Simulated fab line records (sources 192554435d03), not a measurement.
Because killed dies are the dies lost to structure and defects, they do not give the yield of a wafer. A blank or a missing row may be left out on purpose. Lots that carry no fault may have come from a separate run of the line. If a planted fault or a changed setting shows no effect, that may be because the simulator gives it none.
Split-lot experiment || flow n5 finfet || route with 1938 steps; 7 lots, 21 wafers read

== THE SPLIT ==
At N5_PASSIVATION_ETCH_54 (etches SiO2 in CHF3/O2, target depth 880 nm, time 440 s), the setting time s was moved away from the recipe's 440 s on 8 of the 21 wafers read, by -11.9% to +20.5%. This setting was run at the recipe's value on the other wafers.

The split's own step is where the reading is taken.

== THE READING ==
PASSIVATION.feature depth nm (the simulator's own value, which no gauge read), in nm, at N5_PASSIVATION_ETCH_54 (etches SiO2 in CHF3/O2, target depth 880 nm, time 440 s). The file gives no usual value for it. Average 881.9 nm, standard deviation 23 nm, over the 13 wafers here run with the recipe.

{"wafer": "L075.3", "tool, chamber at the split": "rie diel-06, 0", "time s as run, s": 530.2, "against the recipe": "+20.5%", "PASSIVATION.feature depth nm, nm": 1039, "against lot-mates on the recipe": "+196.4"}
{"wafer": "L075.4", "tool, chamber at the split": "rie diel-06, 3", "time s as run, s": 530.2, "against the recipe": "+20.5%", "PASSIVATION.feature depth nm, nm": 1033, "against lot-mates on the recipe": "+190.4"}
{"wafer": "L075.5", "tool, chamber at the split": "rie diel-06, 2", "time s as run, s": 440, "against the recipe": "recipe", "PASSIVATION.feature depth nm, nm": 842.6, "against lot-mates on the recipe": "-"}
{"wafer": "L080.2", "tool, chamber at the split": "rie diel-06, 1", "time s as run, s": 440, "against the recipe": "recipe", "PASSIVATION.feature depth nm, nm": 860.8, "against lot-mates on the recipe": "-"}
{"wafer": "L080.4", "tool, chamber at the split": "rie diel-06, 0", "time s as run, s": 440, "against the recipe": "recipe", "PASSIVATION.feature depth nm, nm": 890.6, "against lot-mates on the recipe": "-"}
{"wafer": "L080.5", "tool, chamber at the split": "rie diel-06, 3", "time s as run, s": 440, "against the recipe": "recipe", "PASSIVATION.feature depth nm, nm": 859.8, "against lot-mates on the recipe": "-"}
{"wafer": "L082.1", "tool, chamber at the split": "rie diel-05, 0", "time s as run, s": 415.1, "against the recipe": "-5.7%", "PASSIVATION.feature depth nm, nm": 854.6, "against lot-mates on the recipe": -6.4}
{"wafer": "L082.3", "tool, chamber at the split": "rie diel-05, 3", "time s as run, s": 415.1, "against the recipe": "-5.7%", "PASSIVATION.feature depth nm, nm": 809, "against lot-mates on the recipe": -52.0}
{"wafer": "L082.4", "tool, chamber at the split": "rie diel-05, 3", "time s as run, s": 440, "against the recipe": "recipe", "PASSIVATION.feature depth nm, nm": 861, "against lot-mates on the recipe": "-"}
{"wafer": "L086.4", "tool, chamber at the split": "rie diel-02, 3", "time s as run, s": 387.6, "against the recipe": "-11.9%", "PASSIVATION.feature depth nm, nm": 814, "against lot-mates on the recipe": "no lot-mate on the recipe"}
{"wafer": "L086.5", "tool, chamber at the split": "rie diel-02, 0", "time s as run, s": 387.6, "against the recipe": "-11.9%", "PASSIVATION.feature depth nm, nm": 784.2, "against lot-mates on the recipe": "no lot-mate on the recipe"}
{"wafer": "L086.6", "tool, chamber at the split": "rie diel-02, 3", "time s as run, s": 387.6, "against the recipe": "-11.9%", "PASSIVATION.feature depth nm, nm": 816.4, "against lot-mates on the recipe": "no lot-mate on the recipe"}
{"wafer": "L096.3", "tool, chamber at the split": "rie diel-05, 1", "time s as run, s": 440, "against the recipe": "recipe", "PASSIVATION.feature depth nm, nm": 858.8, "against lot-mates on the recipe": "-"}
{"wafer": "L096.4", "tool, chamber at the split": "rie diel-05, 2", "time s as run, s": 440, "against the recipe": "recipe", "PASSIVATION.feature depth nm, nm": 904.6, "against lot-mates on the recipe": "-"}
{"wafer": "L096.5", "tool, chamber at the split": "rie diel-05, 0", "time s as run, s": 440, "against the recipe": "recipe", "PASSIVATION.feature depth nm, nm": 907.2, "against lot-mates on the recipe": "-"}
{"wafer": "L092.2", "tool, chamber at the split": "rie diel-06, 2", "time s as run, s": 440, "against the recipe": "recipe", "PASSIVATION.feature depth nm, nm": 878.8, "against lot-mates on the recipe": "-"}
{"wafer": "L092.4", "tool, chamber at the split": "rie diel-06, 3", "time s as run, s": 440, "against the recipe": "recipe", "PASSIVATION.feature depth nm, nm": 902.8, "against lot-mates on the recipe": "-"}
{"wafer": "L092.5", "tool, chamber at the split": "rie diel-06, 1", "time s as run, s": 440, "against the recipe": "recipe", "PASSIVATION.feature depth nm, nm": 905.8, "against lot-mates on the recipe": "-"}
{"wafer": "L097.1", "tool, chamber at the split": "rie diel-05, 2", "time s as run, s": 440, "against the recipe": "recipe", "PASSIVATION.feature depth nm, nm": 915, "against lot-mates on the recipe": "-"}
{"wafer": "L097.3", "tool, chamber at the split": "rie diel-05, 3", "time s as run, s": 440, "against the recipe": "recipe", "PASSIVATION.feature depth nm, nm": 877.2, "against lot-mates on the recipe": "-"}
{"wafer": "L097.5", "tool, chamber at the split": "rie diel-05, 3", "time s as run, s": 491.3, "against the recipe": "+11.7%", "PASSIVATION.feature depth nm, nm": 982.4, "against lot-mates on the recipe": "+86.3"}

THE FIT
A straight line over all 21 wafers: PASSIVATION.feature depth nm changes by +7.37 nm for each +1% of time s; r = +0.95; the points scatter about the line by 22 nm.
The same after taking each lot's own level away (the mean of its wafers on the recipe; 18 wafers): +8.79 nm for each +1%; r = +0.96; scatter 19 nm.
Per that fit: largest time s move, reading shift of 1.8e+02 nm.
From 842.60 to 896.10 nm: that is the span of the lots' own levels, equal to 2.3 times the standard deviation above.
Thus the slope moves with the lot-to-lot level: the two fits are different.
Check: with one of the wafers moved furthest among these (+20.5%) left out of the fit, the line predicts +174 nm for it against its lot-mates. Against them it came out at +196 nm.

== OTHER SPLITS APPLIED TO THESE WAFERS ==
These wafers also went through other splits before the reading. Each is held against what the fit with the lots' levels taken away leaves over:
{"other split on the same wafers": "N5_MIM_TOP_LITHO_DEVELOP_07 develop time s", "wafers away from the commonest value": 3, "r with PASSIVATION.feature depth nm (lot level and that fit taken away)": "+0.37"}

== THE WHOLE CHAIN: every reading that the file lists as answering this split, in the file's order ==
{"step": "N5_PASSIVATION_ETCH_54", "what it does": "etches SiO2 in CHF3/O2, target depth 880 nm, time 440 s", "reading": "etch.depth nm (the simulator's own value, which no gauge read)", "change (the file's fit)": "+8.74 nm for each +1% of the setting", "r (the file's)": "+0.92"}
{"step": "N5_PASSIVATION_ETCH_54", "what it does": "etches SiO2 in CHF3/O2, target depth 880 nm, time 440 s", "reading": "PASSIVATION.feature depth nm (the simulator's own value, which no gauge read)", "change (the file's fit)": "+8.74 nm for each +1% of the setting", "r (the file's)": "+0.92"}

== THE FILE'S OWN FIT ==
PASSIVATION.feature depth nm changes by +8.74 nm for each +1% of time s, r = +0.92.
